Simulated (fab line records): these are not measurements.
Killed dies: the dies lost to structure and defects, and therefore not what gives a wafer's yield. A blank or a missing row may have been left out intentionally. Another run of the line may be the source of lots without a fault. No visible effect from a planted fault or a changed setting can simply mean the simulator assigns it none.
Code-filled problem report in 8D (eight disciplines) form -- flow n5-finfet -- the parts of the form that need people (team, actions taken, sign-off) are left out

## 1. PROBLEM STATEMENT
IOFF_N at N5_BEOL_M4_RC_MEAS_101 reads a mean of 0.852 nA/um on 6 wafers of 2 lots; wafers without a fault read 0.163 nA/um with a standard deviation of 0.024. That puts it +29 standard deviations away from the usual mean.
Earliest sighting: wafer L520.1 on prober-01 at day 11 17:55. Wafers with a number at this step in the record: 24, from 8 lots. Rule for "out", or "out of limits": more than 4 standard deviations from the usual mean. The other wafers with a number count as sound.

## 2. WHAT IT IS, WHAT IT ISN'T
question,is,is not
which readings at this step,"IOFF_N, DIBL_N, IOFF_N_85C, IOFF_N_LIN, ION_N, REXT_N, SS_N, VT_N, VT_N_LVT",-
which lots,"L520, L526","L508, L514, L515, L522, L523, L529"
which wafers of those lots,all that have a number,-
read on which gauges,prober-01,prober-02
when,from day 11 17:55,"up to then (9 sound wafers); but 9 sound wafers of L522, L523, L529 came after"

## 3. THE SUSPECTS, EACH WITH WHAT RULES IT OUT
Counting: a tool at a process step up to the reading stays a suspect if it ran every lot that is out and no sound lot after the first of them.
- the gauge at N5_BEOL_M4_RC_MEAS_101 has been ruled out. All the wafers that are out were read on prober-01, but those of them that N5_SD_ACTIVATION_RTA_00 has rows for are out there too, on other tools.
- rtp-anneal-01 at N5_SD_ACTIVATION_RTA_00 (time 0 s): kept. Every lot that is out went through it, starting with L520 (day 6 21:37), and after that it ran no sound lot; the last sound lot it ran before then is L515 (day 5 18:06). Its own readings are out on those wafers: lamp-power-pct, lamp_zone_1_pct, lamp_zone_2_pct, lamp_zone_3_pct, lamp_zone_4_pct, lamp_zone_5_pct, lamp_zone_6_pct, lamp_zone_7_pct.
- cmp-03 at N5_ILD0_CMP_07 (polishes SiO2 flowable, stops on poly-Si, t overpolish 1.18 s, target thk 138.88 nm): ruled out as a lasting fault. Following L520 (day 7 01:05), the first lot on it that is out, the sound lots L523 were run on it.
Left after counting: rtp-anneal-01 at N5_SD_ACTIVATION_RTA_00.

## 4. THE CAUSE (what the simulator had put in)
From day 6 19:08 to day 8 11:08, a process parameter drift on rtp-anneal-01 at N5_SD_ACTIVATION_RTA_00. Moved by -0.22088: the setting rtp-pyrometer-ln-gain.
The count eliminated every tool but this one.

## 5. SEQUENCE OF EFFECTS, ordered by route
One row per reading whose mean, taken over the struck wafers that have a number, lies over 3 standard deviations from the usual. Only readings for which the record gives a usual standard deviation are gone through. hours: the time from each lot's start at the first step in this table that gives one to its start at this step, as a median over the lots. sigmas: the change in usual standard deviations.
hours,step,reading,usual,on struck wafers,change,sigmas
0,N5_SD_ACTIVATION_RTA_00,lamp-power-pct,8.95 %,9.38,+0.43,+7.6
0,N5_SD_ACTIVATION_RTA_00,lamp_zone_1_pct,8.954 %,9.398,+0.444,+17
0,N5_SD_ACTIVATION_RTA_00,lamp_zone_2_pct,8.96 %,9.39,+0.43,+14
0,N5_SD_ACTIVATION_RTA_00,lamp_zone_3_pct,8.949 %,9.409,+0.460,+16
0,N5_SD_ACTIVATION_RTA_00,lamp_zone_4_pct,8.952 %,9.396,+0.444,+18
0,N5_SD_ACTIVATION_RTA_00,lamp_zone_5_pct,8.953 %,9.392,+0.439,+16
0,N5_SD_ACTIVATION_RTA_00,lamp_zone_6_pct,8.883 %,9.324,+0.441,+16
0,N5_SD_ACTIVATION_RTA_00,lamp_zone_7_pct,9.35 %,9.84,+0.49,+16
113,N5_BEOL_M4_RC_MEAS_101,DIBL_N,36.4 mV/V,52.5,+16.1,+11
113,N5_BEOL_M4_RC_MEAS_101,IOFF_N,0.163 nA/um,0.852,+0.689,+29
113,N5_BEOL_M4_RC_MEAS_101,IOFF_N_85C,3.2 nA/um,12.6,+9.4,+24
113,N5_BEOL_M4_RC_MEAS_101,IOFF_N_LIN,0.075 nA/um,0.221,+0.146,+16
113,N5_BEOL_M4_RC_MEAS_101,IOFF_N_LONG,5.66e-05 nA/um,6.33e-05,+6.73e-06,+3.2
113,N5_BEOL_M4_RC_MEAS_101,IOFF_P,0.21 nA/um,0.35,+0.14,+4.2
113,N5_BEOL_M4_RC_MEAS_101,IOFF_P_85C,3.7 nA/um,5.6,+1.9,+3.8
113,N5_BEOL_M4_RC_MEAS_101,IOFF_P_LIN,0.102 nA/um,0.151,+0.049,+3.7
113,N5_BEOL_M4_RC_MEAS_101,ION_N,673 uA/um,751,+78,+7.1
113,N5_BEOL_M4_RC_MEAS_101,REXT_N,75.0 ohm.um,62.6,-12.4,-6.5
113,N5_BEOL_M4_RC_MEAS_101,REXT_P,101.0 ohm.um,92.9,-8.1,-3.7
113,N5_BEOL_M4_RC_MEAS_101,SS_N,71.6 mV/dec,76.7,+5.1,+9.8
113,N5_BEOL_M4_RC_MEAS_101,VT_N,249.4 mV,229.6,-19.8,-7.9
113,N5_BEOL_M4_RC_MEAS_101,VT_N_LVT,98.3 mV,79.0,-19.3,-7.2
113,N5_BEOL_M4_RC_MEAS_101,VT_P,-250 mV,-239,+11,+3.0
226,N5_PASSIVATION_PROBE_49,sort-n-pass,1078,36,-1042,-55
226,N5_PASSIVATION_PROBE_49,sort-yield-pct,91.4 %,3.0,-88.4,-55
It contains these process steps:
- N5_SD_ACTIVATION_RTA_00: time 0 s.
- N5_PASSIVATION_PROBE_49

## 6. HOW IT WOULD HAVE BEEN CAUGHT EARLIER
In this record the first reading out of limits at a measuring or inspecting step was taken at day 11 17:55, 119 hours after the fault began at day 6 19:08.
At N5_SD_ACTIVATION_RTA_00, the tool's own readings (lamp-power-pct, lamp_zone_1_pct, lamp_zone_2_pct, lamp_zone_3_pct, lamp_zone_4_pct, lamp_zone_5_pct, lamp_zone_6_pct, lamp_zone_7_pct) were out on each struck wafer the step has a row for, so an alarm limit on them would have fired on the first such wafer.
Lots out: 2; all had begun N5_SD_ACTIVATION_RTA_00 on rtp-anneal-01 by day 11 17:55. Tool hold at that time: it would have spared none of them.
